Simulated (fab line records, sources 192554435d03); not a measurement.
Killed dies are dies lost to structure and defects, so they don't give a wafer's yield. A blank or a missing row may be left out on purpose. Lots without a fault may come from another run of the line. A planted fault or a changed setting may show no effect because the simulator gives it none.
fab line records | flow n5_finfet
record lots=7 wafers=21
route steps=1938 shown BEOL_M6@1239 BEOL_M8@1335 BEOL_M9@1408 BEOL_M10@1495
start_h: hours from the record's first day to the start of the lot's first wafer shown | wait_h: hours since the lot's step before | " the same as in the row above | L1.1+2: a row that stands for several wafers | - no value, or no start given | * or withheld: withheld | < > ~ a bound
route shown NAME@n: a module of which the file shows steps, and the number in the route of the first | usual: mean/standard deviation of fault-free wafers | same: alike in all rows | chamber/n: place in a boat | sites: the reading at each site | _std_site: their standard deviation | _edge_site: outer sites' mean less inner sites' | radius_mm: how far each site lies from the wafer's centre | mask NAME#n: copy n | behind: the tool/chamber that last shaped the wafer | hold: why the lot was held/for how many hours/how that ended | device: the transistor (n, p or np) that didn't switch | end of line: the same wafers' tests at the end of the route | a step without rows: its recipe alone | killed: dies lost to structure and defects at the first sort, not the wafer's yield | map: a wafer's dies, x killed, . not, _ none there
set.NAME: the setting as run; set.NAME@STEP: as run at that earlier step | model.NAME: the simulator's own value behind a step, which no gauge read
lots whose settings were changed on purpose; a table a step, a row a wafer
## steps
# step N5_BEOL_M6_TRENCH_ETCH_37
# recipe chemistry=C4F6/O2 target_depth_a=944.35 target=SiCOH_lowk time_s=31.5 ion_energy_ev=250 pressure_mtorr=30 source_w=345 bias_w=185 Ar_flow_sccm=300 C4F6_flow_sccm=10 O2_flow_sccm=10
# columns lot.wafer tool chamber start_h wait_h set.time_s model.BEOL_M6.feature_depth_nm model.etch.depth_nm
L075.1 rie_diel-06 3 - - 24.85 72.8 72.76
L075.3 " 0 " " 24.85 75.6 75.69
L075.5 " 2 " " 31.5 95 94.96
L076.1 rie_diel-06 0 - - 31.5 95.6 95.62
L076.2 " 2 " " 31.5 95.2 95.22
L076.4 " 3 " " 31.5 92.8 92.81
L079.1 rie_diel-02 3 - - 28.99 88.2 88.3
L079.2 " 0 " " 31.5 95.4 95.49
L079.4 " 1 " " 28.99 85.8 85.85
L084.4 rie_diel-06 0 - - 34.83 108.8 108.7
L084.5 " 1 " " 31.5 92 92.02
L084.6 " 2 " " 31.5 94.4 94.5
L088.1 rie_diel-06 1 - - 31.5 96.8 96.83
L088.2 " 0 " " 29.41 92.8 92.72
L088.4 " 3 " " 31.5 94 94.03
L094.1 rie_diel-02 0 - - 31.5 94 93.91
L094.5 " 3 " " 27.22 80.8 80.7
L094.6 " 2 " " 27.22 78.8 78.74
L096.1 rie_diel-02 0 - - 31.5 96.2 96.13
L096.4 " 3 " " 31.5 95.6 95.65
L096.6 " 2 " " 31.5 92.8 92.73
# step N5_BEOL_M6_ETCH_41
# recipe chemistry=CH3F/O2 target=SiCN target_depth_a=297 taper_deg=2 time_s=52 ion_energy_ev=120 mask_material=TiN pressure_mtorr=30 source_w=395 bias_w=75 Ar_flow_sccm=150 CH3F_flow_sccm=30 O2_flow_sccm=20
# step N5_BEOL_M6_STRIP_80
# recipe chemistry=N2/H2 time_s=10 power_w=450 temp_c=40 pressure_mtorr=20 rf_frequency_hz=6e+07 bias_power_w=7 n2_flow_sccm=200 h2_flow_sccm=200
# step N5_BEOL_M6_OCD_MEAS_38
# usual trench_depth_nm=94.6/1.9
# columns lot.wafer tool chamber start_h wait_h set.time_s@BEOL_M6_TRENCH_ETCH_37 trench_depth_nm
L075.1 ocd-02 - 179.07 - 24.85 72.6
L075.3 " - " " 24.85 75.6
L075.5 " - " " 31.5 95.0
L076.1 ocd-02 - 180.85 - 31.5 95.9
L076.2 " - " " 31.5 95.3
L076.4 " - " " 31.5 92.5
L079.1 ocd-01 - 205.75 - 28.99 88.2
L079.2 " - " " 31.5 94.8
L079.4 " - " " 28.99 85.6
L084.4 ocd-02 - 230.55 - 34.83 108.9
L084.5 " - " " 31.5 92.1
L084.6 " - " " 31.5 94.8
L088.1 ocd-01 - 262.79 - 31.5 96.4
L088.2 " - " " 29.41 92.8
L088.4 " - " " 31.5 94.1
L094.1 ocd-02 - 290.59 - 31.5 94.0
L094.5 " - " " 27.22 80.7
L094.6 " - " " 27.22 79.2
L096.1 ocd-02 - 310.85 - 31.5 96.1
L096.4 " - " " 31.5 96.0
L096.6 " - " " 31.5 92.6
# step N5_BEOL_M6_HM_STRIP_39
# recipe chemistry=peroxide_tin_strip material=TiN target_depth_a=250 temp_c=50 time_s=158
# step N5_BEOL_M6_SRD_40
# recipe time_s=30 temp_c=23 rinse_liquid=diw dry=ipa_marangoni
# step N5_BEOL_M6_ECD_50
# recipe material=Cu target_thk_a=3000
# step N5_BEOL_M6_ANNEAL_51
# recipe temp_c=225 time_s=90 ambient=N2
# step N5_BEOL_M6_CMP_52
# recipe stop_on=SiCOH_lowk t_overpolish_s=6.9 down_force_psi=1 platen_rpm=50 clearing_platen_down_force_psi=1.5 clearing_platen_rpm=50 post_cmp_clean=cu_alkaline target_thk_nm=80 clearing_platen_pad_velocity_m_s=0.99484 pad_velocity_m_s=0.99484
# columns lot.wafer tool chamber start_h wait_h set.time_s@BEOL_M6_TRENCH_ETCH_37 model.Cu_of_BEOL_M6_ECD_50.thk_nm
L075.3 cmp-02 3 181.94 0.2 24.85 63
L075.1 " 2 " " 24.85 58.6
L075.5 " 0 " " 31.5 79.4
L076.1+2 cmp-02 1,3 182.79 0.3 31.5 80.4
L076.4 " 2 " " 31.5 79.6
L079.2 cmp-03 3 210.02 0.4 31.5 81
L079.1 " 0 " " 28.99 73.6
L079.4 " 2 " " 28.99 72
L084.4 cmp-03 1 232.89 0.2 34.83 93
L084.6 " 3 " " 31.5 80.6
L084.5 " 0 " " 31.5 76.8
L088.1 cmp-03 3 264.98 0.3 31.5 82.6
L088.2 " 0 " " 29.41 77.2
L088.4 " 1 " " 31.5 80.4
L094.1 cmp-03 3 292.59 0.4 31.5 78.6
L094.5 " 0 " " 27.22 64.2
L094.6 " 1 " " 27.22 63.8
L096.1 cmp-03 0 313.41 0.3 31.5 82.6
L096.4 " 2 " " 31.5 82.4
L096.6 " 0 " " 31.5 78.2
# step N5_BEOL_M6_THK_MEAS_53
# recipe thk_meas_gauge=xrf reads=Cu_of_BEOL_M6_ECD_50
# usual M6_THK=80.4/2.2
# columns lot.wafer tool chamber start_h wait_h set.time_s@BEOL_M6_TRENCH_ETCH_37 M6_THK[nm]
L075.1 film_metro-01 - 182.24 - 24.85 59.4
L075.3 " - " " 24.85 63.7
L075.5 " - " " 31.5 80.4
L076.1 film_metro-01 - 183.09 - 31.5 81.7
L076.2 " - " " 31.5 81.7
L076.4 " - " " 31.5 81.2
L079.1 film_metro-01 - 210.32 - 28.99 73.3
L079.2 " - " " 31.5 80.3
L079.4 " - " " 28.99 71.5
L084.4 film_metro-01 - 233.11 - 34.83 93.7
L084.5 " - " " 31.5 77.1
L084.6 " - " " 31.5 81.3
L088.1 film_metro-01 - 265.24 - 31.5 83.3
L088.2 " - " " 29.41 78.1
L088.4 " - " " 31.5 81.6
L094.1 film_metro-01 - 292.77 - 31.5 79.3
L094.5 " - " " 27.22 64.5
L094.6 " - " " 27.22 64.0
L096.1 film_metro-01 - 313.66 - 31.5 83.2
L096.4 " - " " 31.5 83.3
L096.6 " - " " 31.5 78.6
# step N5_BEOL_M6_PRE_CLEAN_55
# recipe gas=NH3 time_s=15 temp_c=withheld rf_power_w=300
# step N5_BEOL_M6_DEP_56
# recipe material=SiCN target_thk_a=100 temp_c=withheld precursor=3MS/NH3 pressure_torr=3 rf_w=202 time_s=17.5
# step N5_BEOL_M6_RS_MEAS_57
# recipe thk_meas_gauge=four-point-probe reads=Cu_of_BEOL_M6_ECD_50+Co_of_BEOL_M6_CVD_78+TaN_of_BEOL_M6_ALD_77
# usual M6_RS=0.288/0.0089
# columns lot.wafer tool chamber start_h wait_h set.time_s@BEOL_M6_TRENCH_ETCH_37 M6_RS[ohm/sq]
L075.1 film_metro-02 - 182.37 0.1 24.85 0.417
L075.3 " - " " 24.85 0.381
L075.5 " - " " 31.5 0.289
L076.1 film_metro-02 - 183.22 0.1 31.5 0.284
L076.2 " - " " 31.5 0.285
L076.4 " - " " 31.5 0.288
L079.1 film_metro-01 - 210.45 0.1 28.99 0.315
L079.2 " - " " 31.5 0.282
L079.4 " - " " 28.99 0.324
L084.4 film_metro-02 - 233.24 0.0 34.83 0.240
L084.5 " - " " 31.5 0.301
L084.6 " - " " 31.5 0.284
L088.1 film_metro-01 - 265.37 0.1 31.5 0.276
L088.2 " - " " 29.41 0.298
L088.4 " - " " 31.5 0.285
L094.1 film_metro-01 - 292.90 0.1 31.5 0.291
L094.5 " - " " 27.22 0.372
L094.6 " - " " 27.22 0.374
L096.1 film_metro-02 - 313.79 0.1 31.5 0.276
L096.4 " - " " 31.5 0.276
L096.6 " - " " 31.5 0.294
# step N5_BEOL_M8_PECVD_70
# recipe material=SiO2 target_thk_a=200 temp_c=400 precursor=TEOS/O2 pressure_torr=5.5 rf_w=450 teos_flow_sccm=53.8 gas=O2 flow_sccm=3000 time_s=22.7
# columns lot.wafer tool chamber start_h wait_h set.temp_c model.SiO2_of_BEOL_M8_PECVD_70.thk_nm
L075.1 pecvd-02 2 189.65 0.0 414.6 18.2
L075.3 " 2 " " 400 20.2
L075.5 " 1 " " 414.6 18.4
L076.1 pecvd-01 1 189.93 0.0 400 19.6
L076.2+4 " 2,1 " " 400 19.8
L079.1 pecvd-03 1 219.57 0.0 413.9 17.6
L079.2 " 2 " " 413.9 18
L079.4 " 2 " " 400 20
L084.4 pecvd-03 2 240.00 0.1 400 20.4
L084.5 " 1 " " 412.8 18.4
L084.6 " 0 " " 400 20.6
L088.1 pecvd-01 1 274.45 0.0 405.9 19
L088.2 " 2 " " 400 20
L088.4 " 0 " " 400 20.2
L094.1 pecvd-01 2 300.19 0.0 388.8 21.4
L094.5 " 1 " " 400 20
L094.6 " 2 " " 400 20.4
L096.1+6 pecvd-03 2,0 324.51 0.0 400 20
L096.4 " 2 " " 400 20.2
# step N5_BEOL_M8_ETCH_62
# recipe chemistry=N2/H2 target=SOC target_depth_a=1100 overetch_a=220 mask_material=SiARC temp_c=40 time_s=165 ion_energy_ev=200 pressure_mtorr=30 source_w=840 bias_w=150 n2_flow_sccm=200 h2_flow_sccm=200
# usual rf_vpp_V=523.7/2.5
# columns lot.wafer tool chamber start_h wait_h set.source_w rf_vpp_V
L075.1 rie_diel-02 3 191.12 0.0 988.6 499.2
L075.3 " 1 " " 988.6 498.6
L075.5 " 1 " " 988.6 498.3
L076.1 rie_diel-04 0 192.13 0.0 840 519.4
L076.2 " 3 " " 840 523.7
L076.4 " 1 " " 840 525.6
L079.1 rie_diel-06 2 222.74 0.0 840 521.2
L079.2 " 1 " " 840 525.9
L079.4 " 2 " " 840 518.1
L084.4 rie_diel-04 2 242.23 0.0 840 519.9
L084.5 " 0 " " 951 501.5
L084.6 " 1 " " 951 503.4
L088.1 rie_diel-02 3 275.59 0.0 840 528.1
L088.2 " 1 " " 778.2 537.2
L088.4 " 0 " " 778.2 538.0
L094.1 rie_diel-02 1 301.02 0.0 840 526.1
L094.5 " 1 " " 840 525.7
L094.6 " 0 " " 840 525.2
L096.1 rie_diel-04 2 325.69 0.0 797 529.1
L096.4 " 0 " " 797 531.2
L096.6 " 2 " " 840 519.5
# step N5_BEOL_M8_STRIP_19
# recipe chemistry=O2 power_w=400 temp_c=40 pressure_mtorr=30 rf_frequency_hz=6e+07 bias_power_w=0 overash_fraction=0.2 o2_flow_sccm=225
# columns lot.wafer tool chamber start_h wait_h set.pressure_mtorr
L075.1+3+5 rie_diel-06 0,2,0 191.42 0.1 35.31
L076.1+2+4 rie_diel-04 3,1,2 192.43 0.1 30
L079.1+2+4 rie_diel-04 3,2,1 223.03 0.1 27.94
L084.4+5+6 rie_diel-02 1,0,3 242.52 0.1 27.72
L088.1+2+4 rie_diel-06 0,3,3 276.11 0.3 30
L094.1+5+6 rie_diel-06 2,3,0 301.32 0.1 34.94
L096.1+4+6 rie_diel-02 1,3,0 326.05 0.1 32.13
# step N5_BEOL_M8_COAT_63
# recipe resist=SOC temp_c=250 time_s=60 spin_rpm=1500 resist_thk_nm=60
# step N5_BEOL_M8_STRIP_80
# recipe chemistry=N2/H2 time_s=10 power_w=450 temp_c=40 pressure_mtorr=20 rf_frequency_hz=6e+07 bias_power_w=7 n2_flow_sccm=200 h2_flow_sccm=200
# step N5_BEOL_M8_HM_STRIP_39
# recipe chemistry=peroxide_tin_strip material=TiN target_depth_a=250 temp_c=50 time_s=158
# columns lot.wafer tool chamber start_h wait_h set.temp_c@BEOL_M8_PECVD_70 model.SiO2_of_BEOL_M8_PECVD_70.thk_nm
L076.1+2+4 wet_bench-03 5,6,7 193.88 0.0 400 19.6
L075.1 wet_bench-06 2 194.05 0.0 414.6 18
L075.3 " 4 " " 400 20
L075.5 " 6 " " 414.6 18.4
L079.1 wet_bench-06 3 224.00 0.0 413.9 17.4
L079.2 " 6 " " 413.9 17.8
L079.4 " 4 " " 400 19.8
L084.4 wet_bench-02 0 244.54 0.0 400 20.2
L084.5 " 1 " " 412.8 18.4
L084.6 " 7 " " 400 20.4
L088.1 wet_bench-06 2 277.39 0.0 405.9 18.8
L088.2+4 " 5,7 " " 400 20
L094.1 wet_bench-02 3 302.55 0.0 388.8 21.2
L094.5 " 1 " " 400 19.8
L094.6 " 7 " " 400 20.2
L096.1+6 wet_bench-03 1,0 327.51 0.0 400 19.8
L096.4 " 2 " " 400 20
# step N5_BEOL_M9_COAT_05
# recipe resist=CAR-ArF spin_rpm=1500 resist_thk_nm=90
# columns lot.wafer tool chamber start_h wait_h set.spin_rpm model.CAR-ArF_of_BEOL_M9_COAT_05.thk_nm
L076.1 litho_track-01 0 - - 1500 90.4
L076.2+4 " 0 " " 1500 90.2
L075.1+5 litho_track-05 0 - - 1500 90
L075.3 " 0 " " 1500 89.6
L079.1+4 litho_track-02 0 - - 1406 93.2
L079.2 " 0 " " 1500 90.2
L084.4 litho_track-05 0 - - 1500 89.4
L084.5 " 0 " " 1500 89.8
L084.6 " 0 " " 1500 89.6
L088.1 litho_track-01 0 - - 1500 89.6
L088.2+4 " 0 " " 1500 90
L094.1 litho_track-02 0 - - 1596 87
L094.5 " 0 " " 1500 90
L094.6 " 0 " " 1596 87.2
L096.1+6 litho_track-01 0 - - 1500 89.8
L096.4 " 0 " " 1579 87.4
# step N5_BEOL_M9_EBR_07
# recipe solvent=PGMEA ebr_width_mm=1.5
# step N5_BEOL_M9_SOFTBAKE_06
# recipe temp_c=110 time_s=60 resist=CAR-ArF
# step N5_BEOL_M9_EXPOSE_08
# recipe mask_id=M9 na=1.35 source_shape=dipole sigma_inner=0.411 sigma_outer=0.611 polarization=te dose_mj=53.75
# step N5_BEOL_M9_PEB_09
# recipe peb_temp_c=withheld peb_time_s=60 resist=CAR-ArF
# step N5_BEOL_M9_DEVELOP_10
# recipe develop_time_s=30 developer=TMAH resist=CAR-ArF rinse_liquid=diw dry=air_spin dev_temp_c=23
# columns lot.wafer tool chamber start_h wait_h set.spin_rpm@BEOL_M9_COAT_05 model.CAR-ArF_of_BEOL_M9_COAT_05.thk_nm
L076.1 litho_track-01 0 - - 1500 88.8
L076.2+4 " 0 " " 1500 88.6
L075.1+5 litho_track-02 0 - - 1500 88.4
L075.3 " 0 " " 1500 88
L079.1 litho_track-02 0 - - 1406 91.6
L079.2 " 0 " " 1500 88.6
L079.4 " 0 " " 1406 91.4
L084.4+6 litho_track-02 0 - - 1500 87.8
L084.5 " 0 " " 1500 88
L088.1 litho_track-05 0 - - 1500 87.8
L088.2+4 " 0 " " 1500 88.2
L094.1+6 litho_track-02 0 - - 1596 85.4
L094.5 " 0 " " 1500 88.2
L096.1+6 litho_track-05 0 - - 1500 88.2
L096.4 " 0 " " 1579 85.8
# step N5_BEOL_M9_ETCH_62
# recipe chemistry=N2/H2 target=SOC target_depth_a=1100 overetch_a=220 mask_material=SiARC temp_c=40 time_s=165 ion_energy_ev=200 pressure_mtorr=30 source_w=840 bias_w=150 n2_flow_sccm=200 h2_flow_sccm=200
# columns lot.wafer tool chamber start_h wait_h set.time_s model.SiARC_of_BEOL_M9_COAT_60.thk_nm
L076.1+4 rie_diel-05 3,0 200.01 0.0 165 23.4
L076.2 " 2 " " 165 23.2
L075.1 rie_diel-03 0 200.65 0.0 190.5 22.6
L075.3 " 2 " " 165 23.6
L075.5 " 0 " " 165 23.8
L079.1 rie_diel-05 2 228.49 0.0 165 23.4
L079.2 " 3 " " 140.2 24.4
L079.4 " 1 " " 140.2 24.6
L084.4 rie_diel-03 2 250.35 0.1 174.5 23.2
L084.5 " 1 " " 165 23.6
L084.6 " 0 " " 165 23.8
L088.1+2+4 rie_diel-03 2,3,1 283.17 0.0 165 23.6
L094.1 rie_diel-05 1 307.19 0.0 165 23.6
L094.5+6 " 3,0 " " 165 23.4
L096.1 rie_diel-01 0 332.49 0.0 182.9 22.8
L096.4 " 1 " " 182.9 22.2
L096.6 " 2 " " 165 23.4
# step N5_BEOL_M9_STRIP_68
# recipe chemistry=N2/H2 temp_c=40 n2_flow_sccm=200 h2_flow_sccm=200 rf_frequency_hz=6e+07
# step N5_BEOL_M9_STRIP_67
# recipe chemistry=CF4 resist=SiARC power_w=300 bias_power_w=75 pressure_mtorr=50 cf4_flow_sccm=150 rf_frequency_hz=6e+07
# step N5_BEOL_M9_HM_OPEN_17
# recipe chemistry=Cl2/BCl3 target_depth_a=200 overetch_a=60 target=TiN mask_material=SOC ion_energy_ev=150 pressure_mtorr=10 icp_w=1000 bias_w=126 Cl2_flow_sccm=53.25 bcl3_flow_sccm=21.75 Ar_flow_sccm=25
# columns lot.wafer tool chamber start_h wait_h set.time_s@BEOL_M9_ETCH_62 model.etch.depth_nm
L076.1 rie_metal-03 0 200.19 0.0 165 20.18
L076.2 " 1 " " 165 20.05
L076.4 " 1 " " 165 20.08
L075.1 rie_metal-03 0 200.84 0.0 190.5 17.51
L075.3 " 1 " " 165 19.81
L075.5 " 0 " " 165 19.66
L079.1 rie_metal-01 0 228.68 0.0 165 19.88
L079.2 " 0 " " 140.2 19.99
L079.4 " 0 " " 140.2 19.86
L084.4 rie_metal-03 1 250.50 0.1 174.5 19.58
L084.5 " 1 " " 165 20.25
L084.6 " 0 " " 165 20.3
L088.1+4 rie_metal-03 1 283.36 0.0 165 20.22
L088.2 " 0 " " 165 20.34
L094.1 rie_metal-02 0 307.38 0.0 165 20.05
L094.5 " 1 " " 165 20.19
L094.6 " 0 " " 165 20.27
L096.1 rie_metal-02 1 332.68 0.0 182.9 18.33
L096.4 " 1 " " 182.9 18.46
L096.6 " 1 " " 165 20.32
# step N5_BEOL_M10_COAT_64
# recipe resist=SiARC temp_c=220 time_s=60 spin_rpm=1500 resist_thk_nm=30
# columns lot.wafer tool chamber start_h wait_h set.spin_rpm model.SiARC_of_BEOL_M10_COAT_64.thk_nm
L076.1+2+4 litho_track-02 0 - - 1500 30
L075.1+3+5 litho_track-02 0 - - 1500 30
L079.1+2+4 litho_track-03 0 - - 1500 30
L084.4 litho_track-02 0 - - 1500 29.8
L084.5 " 0 " " 1500 30
L084.6 " 0 " " 1424 30.8
L088.1+4 litho_track-02 0 - - 1500 30
L088.2 " 0 " " 1377 31.2
L094.1 litho_track-03 0 - - 1344 31.6
L094.5+6 " 0 " " 1344 31.8
L096.1+6 litho_track-02 0 - - 1399 31.2
L096.4 " 0 " " 1500 30
# step N5_BEOL_M10_COAT_22
# recipe resist=CAR-ArF spin_rpm=1500 resist_thk_nm=90
# step N5_BEOL_M10_EBR_24
# recipe solvent=PGMEA ebr_width_mm=1.5
# step N5_BEOL_M10_DESCUM_33
# recipe chemistry=O2 time_s=7.9 source_power_w=50 bias_power_w=20 pressure_mtorr=20 rf_frequency_hz=2.712e+07 temp_c=40 resist=CAR-ArF o2_flow_sccm=225
# step N5_BEOL_M10_ETCH_65
# recipe chemistry=CF4 target=SiARC target_depth_a=390 mask_material=CAR-ArF time_s=65 ion_energy_ev=80 pressure_mtorr=40 source_w=545 bias_w=36 Ar_flow_sccm=100 cf4_flow_sccm=100 ends=cleared
# columns lot.wafer tool chamber start_h wait_h set.spin_rpm@BEOL_M10_COAT_64 model.etch.depth_nm model.CAR-ArF_of_BEOL_M10_COAT_22.thk_nm
L076.1 rie_diel-06 2 213.00 0.0 1500 30.1 55.4
L076.2 " 1 " " 1500 30.06 55.4
L076.4 " 2 " " 1500 29.96 55.8
L075.1 rie_diel-02 1 213.48 0.0 1500 30.09 55.4
L075.3 " 0 " " 1500 30.02 55.6
L075.5 " 0 " " 1500 29.97 55.6
L079.1 rie_diel-02 1 238.09 0.0 1500 30.01 55.4
L079.2 " 3 " " 1500 30.05 55.2
L079.4 " 2 " " 1500 30.02 55.6
L084.4 rie_diel-02 3 259.80 0.0 1500 29.89 55.4
L084.5 " 3 " " 1500 30.08 55
L084.6 " 2 " " 1424 30.72 54.8
L088.1 rie_diel-06 3 293.39 0.0 1500 30.01 55.2
L088.2 " 1 " " 1377 31.2 54
L088.4 " 2 " " 1500 29.94 55
L094.1 rie_diel-02 2 314.05 0.0 1344 31.62 54
L094.5 " 0 " " 1344 31.74 54
L094.6 " 2 " " 1344 31.77 54
L096.1 rie_diel-06 1 339.84 0.0 1399 31.2 54
L096.4 " 3 " " 1500 30.09 55.2
L096.6 " 2 " " 1399 31.11 54
# step N5_BEOL_M10_ETCH_66
# recipe chemistry=N2/H2 target=SOC target_depth_a=1200 overetch_a=240 mask_material=SiARC temp_c=40 time_s=180 ion_energy_ev=200 pressure_mtorr=30 source_w=840 bias_w=150 n2_flow_sccm=200 h2_flow_sccm=200
# columns lot.wafer tool chamber start_h wait_h set.spin_rpm@BEOL_M10_COAT_64 model.SiARC_of_BEOL_M10_COAT_64.thk_nm
L076.1 rie_diel-06 2 213.05 0.0 1500 22.8
L076.2 " 1 " " 1500 23
L076.4 " 2 " " 1500 22.6
L075.1 rie_diel-02 1 213.53 0.0 1500 23
L075.3+5 " 0 " " 1500 22.6
L079.1 rie_diel-02 1 238.14 0.0 1500 23
L079.2+4 " 3,2 " " 1500 22.8
L084.4 rie_diel-02 3 259.85 0.0 1500 22.6
L084.5 " 3 " " 1500 22.8
L084.6 " 2 " " 1424 23.6
L088.1 rie_diel-06 3 293.44 0.0 1500 22.8
L088.2 " 1 " " 1377 23.8
L088.4 " 2 " " 1500 22.2
L094.1+6 rie_diel-02 2 314.10 0.0 1344 24.6
L094.5 " 0 " " 1344 24.4
L096.1 rie_diel-06 1 339.89 0.0 1399 23.6
L096.4 " 3 " " 1500 22.8
L096.6 " 2 " " 1399 23.4
## key
split step=N5_BEOL_M6_TRENCH_ETCH_37 setting=time_s stated=31.5 by=wafer
response step=N5_BEOL_M6_TRENCH_ETCH_37 reading=model.BEOL_M6.feature_depth_nm change=+1.04 per=1% r=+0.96
response step=N5_BEOL_M6_TRENCH_ETCH_37 reading=model.etch.depth_nm change=+1.03 per=1% r=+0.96
response step=N5_BEOL_M6_OCD_MEAS_38 reading=trench_depth_nm change=+1.03 per=1% r=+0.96
response step=N5_BEOL_M6_CMP_52 reading=model.Cu_of_BEOL_M6_ECD_50.thk_nm change=+0.984 per=1% r=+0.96
response step=N5_BEOL_M6_THK_MEAS_53 reading=M6_THK change=+0.997 per=1% r=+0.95
response step=N5_BEOL_M6_RS_MEAS_57 reading=M6_RS change=-0.00518 per=1% r=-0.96
split step=N5_BEOL_M8_PECVD_70 setting=temp_c stated=400 by=wafer
response step=N5_BEOL_M8_PECVD_70 reading=model.SiO2_of_BEOL_M8_PECVD_70.thk_nm change=-0.576 per=1% r=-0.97
response step=N5_BEOL_M8_HM_STRIP_39 reading=model.SiO2_of_BEOL_M8_PECVD_70.thk_nm change=-0.557 per=1% r=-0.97
split step=N5_BEOL_M8_ETCH_62 setting=source_w stated=840 by=wafer
response step=N5_BEOL_M8_ETCH_62 reading=rf_vpp_V change=-1.39 per=1% r=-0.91
split step=N5_BEOL_M8_STRIP_19 setting=pressure_mtorr stated=30 by=lot
response none clear
split step=N5_BEOL_M9_COAT_05 setting=spin_rpm stated=1500 by=wafer
response step=N5_BEOL_M9_COAT_05 reading=model.CAR-ArF_of_BEOL_M9_COAT_05.thk_nm change=-0.463 per=1% r=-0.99
response step=N5_BEOL_M9_DEVELOP_10 reading=model.CAR-ArF_of_BEOL_M9_COAT_05.thk_nm change=-0.451 per=1% r=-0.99
split step=N5_BEOL_M9_ETCH_62 setting=time_s stated=165 by=wafer
response step=N5_BEOL_M9_ETCH_62 reading=model.SiARC_of_BEOL_M9_COAT_60.thk_nm change=-0.075 per=1% r=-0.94
response step=N5_BEOL_M9_HM_OPEN_17 reading=model.etch.depth_nm shape=bent at_lowest=19.93 at_stated=20.12 at_highest=17.51
split step=N5_BEOL_M10_COAT_64 setting=spin_rpm stated=1500 by=wafer
response step=N5_BEOL_M10_COAT_64 reading=model.SiARC_of_BEOL_M10_COAT_64.thk_nm change=-0.163 per=1% r=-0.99
response step=N5_BEOL_M10_ETCH_65 reading=model.etch.depth_nm change=-0.151 per=1% r=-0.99
response step=N5_BEOL_M10_ETCH_65 reading=model.CAR-ArF_of_BEOL_M10_COAT_22.thk_nm change=+0.138 per=1% r=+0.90
response step=N5_BEOL_M10_ETCH_66 reading=model.SiARC_of_BEOL_M10_COAT_64.thk_nm change=-0.144 per=1% r=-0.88
